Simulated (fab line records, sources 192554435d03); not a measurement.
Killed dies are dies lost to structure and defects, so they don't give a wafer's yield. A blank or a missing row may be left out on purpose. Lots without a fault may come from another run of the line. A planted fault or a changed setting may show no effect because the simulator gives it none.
Problem report in the 8D (eight disciplines) form, filled by code | flow n5_finfet | the parts of the form that need people (team, actions taken, sign-off) are left out

1. THE PROBLEM
killed_at_front_end at N5_PASSIVATION_PROBE_49 reads a mean of 522 on 3 wafers of 3 lots; wafers without a fault read 37 with a standard deviation of 10. That is +49 standard deviations from the usual mean.
First seen on wafer L699.4, day 17 04:50, on prober-01. The record holds 9 wafers of 4 lots with a number at this step. Rule for "out", or "out of limits": more than 4 standard deviations from the usual mean. The other wafers with a number count as sound.

2. WHAT IT IS AND WHAT IT IS NOT
question                    | is                               | is not
which readings at this step | killed_at_front_end, killed_dies | killed_at_M0_to_M3, killed_at_M4_up, killed_at_contacts, killed_at_other, killed_open, killed_short
which lots                  | L699, L701, L702                 | L694
which wafers of those lots  | L699.4, L701.4, L702.6           | L699.2, L701.2, L702.2
read on which tools         | prober-01                        | -
when                        | from day 17 04:50                | up to then (4 sound wafers); but 2 sound wafers of L701, L702 came after

3. SUSPECTS, AND WHAT RULES EACH OUT
Counting: a tool at a process step up to the reading stays a suspect if it ran every lot that is out. Sound lots after the first of them don't rule it out here, since some wafers of a struck lot are sound.
- rie_diel-03 at N5_FIN_CUT_ETCH_21 (etches SOC in N2/H2, target depth 219 nm, overetch 43.8 nm, time 523.5 s): kept. It ran every lot that is out, first L699 (day 4 21:11); its last sound lot up to then is L694 (day 3 14:52).
- rie_diel-01 at N5_PASSIVATION_PASS_ETCH_47 (etches SiNx in CF4/O2, target depth 770 nm, time 385 s): kept. It ran every lot that is out, first L699 (day 17 01:40).
- prober-01 at N5_PASSIVATION_PROBE_49: kept. It ran every lot that is out, first L699 (day 17 04:44); its last sound lot up to then is L694 (day 16 02:46). Its own readings are out on those wafers: killed_at_front_end, killed_dies.
- Within rie_diel-01 at N5_PASSIVATION_PASS_ETCH_47: the wafers that are out ran in chamber 0; their sound lot-mates ran in chambers 1, 3.
Left after counting: rie_diel-03 at N5_FIN_CUT_ETCH_21, rie_diel-01 at N5_PASSIVATION_PASS_ETCH_47, prober-01 at N5_PASSIVATION_PROBE_49.

4. THE CAUSE (what the simulator had put in)
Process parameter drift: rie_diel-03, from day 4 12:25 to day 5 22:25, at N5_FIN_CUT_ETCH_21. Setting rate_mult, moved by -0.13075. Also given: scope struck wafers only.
Counting left 3 suspects, and this tool is among them.

5. THE CHAIN OF EFFECTS, in route order
Each row: a reading whose mean over the struck wafers that have a number lies more than 3 standard deviations from the usual. Only readings for which the record gives a usual standard deviation are gone through. hours: the time from each lot's start at the first step in this table that gives one to its start at this step, as a median over the lots. sigmas: the change in usual standard deviations.
hours | step                    | reading             | usual | on struck wafers | change | sigmas
0     | N5_PASSIVATION_PROBE_49 | killed_at_front_end | 37    | 522              | +485   | +49
0     | N5_PASSIVATION_PROBE_49 | killed_dies         | 104   | 576              | +472   | +26
0     | N5_PASSIVATION_PROBE_49 | killed_on_rim       | 14    | 97               | +83    | +20
The process steps in it:
- N5_PASSIVATION_PROBE_49

6. WHAT WOULD HAVE CAUGHT IT SOONER
In this record the first reading out of limits was taken at day 17 04:50, 304 hours after the fault began at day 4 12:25.
Of the tool readings at N5_FIN_CUT_ETCH_21 for which the record gives a usual standard deviation, none was out on any struck wafer, so an alarm limit of 4 standard deviations on them would not have fired.
All the lots that are out (3) had begun N5_FIN_CUT_ETCH_21 on rie_diel-03 by day 17 04:50. A hold on the tool at that time would have spared none of them.
